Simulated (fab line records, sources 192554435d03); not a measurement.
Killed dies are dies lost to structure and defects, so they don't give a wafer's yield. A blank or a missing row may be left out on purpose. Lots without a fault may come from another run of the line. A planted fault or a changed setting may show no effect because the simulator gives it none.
Chamber matching | flow n5_finfet | N5_BEOL_M4_STRIP_36 on rie_diel-06: 4 sister chambers
The step strips in N2/H2. 8 wafers are shown with their chamber, then 7 later ones without.

WAFERS WITH THEIR CHAMBER
wafer  | chamber | showerhead_plenum_p_Torr (Torr) | drypump_motor_current_A (A)
L078.5 | 3       | 2.53                            | 6.0
L083.1 | 0       | 2.51                            | 6.0
L083.6 | 1       | 2.56                            | 5.8
L084.1 | 1       | 2.56                            | 5.7
L084.2 | 2       | 2.63                            | 5.0
L084.4 | 0       | 2.51                            | 6.0
L086.1 | 3       | 2.52                            | 5.9
L086.4 | 2       | 2.63                            | 5.1

WAFERS WITHOUT THEIR CHAMBER
wafer  | showerhead_plenum_p_Torr (Torr) | drypump_motor_current_A (A)
L086.6 | 2.52                            | 5.9
L088.2 | 2.56                            | 5.7
L088.4 | 2.63                            | 5.0
L088.5 | 2.56                            | 5.7
L091.1 | 2.52                            | 5.9
L091.4 | 2.50                            | 6.0
L091.6 | 2.55                            | 5.7

WHICH CHAMBER EACH WENT THROUGH
wafer  | from the rows above     | in truth
L086.6 | can't be placed: 3 or 0 | 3
L088.2 | 1                       | 1
L088.4 | 2                       | 2
L088.5 | 1                       | 1
L091.1 | can't be placed: 3 or 0 | 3
L091.4 | 0                       | 0
L091.6 | 1                       | 1
Placed correctly: 5 of 7. Can't be placed from these rows: 2 (the true chamber is among the candidates in 2). Placed wrongly: 0.
How it was worked out, from the rows above alone: a wafer's distance from a chamber is the root of the sum, over the readings, of the square of ((its reading less the chamber's mean) divided by the reading's scatter). The wafer belongs to the nearest chamber; if the next one is less than 2 further off, it can't be placed. A chamber's mean is the mean of its shown wafers. The scatter: the root of (the sum of the squares of (reading less its chamber's mean) over the shown wafers, divided by (wafers less chambers)).
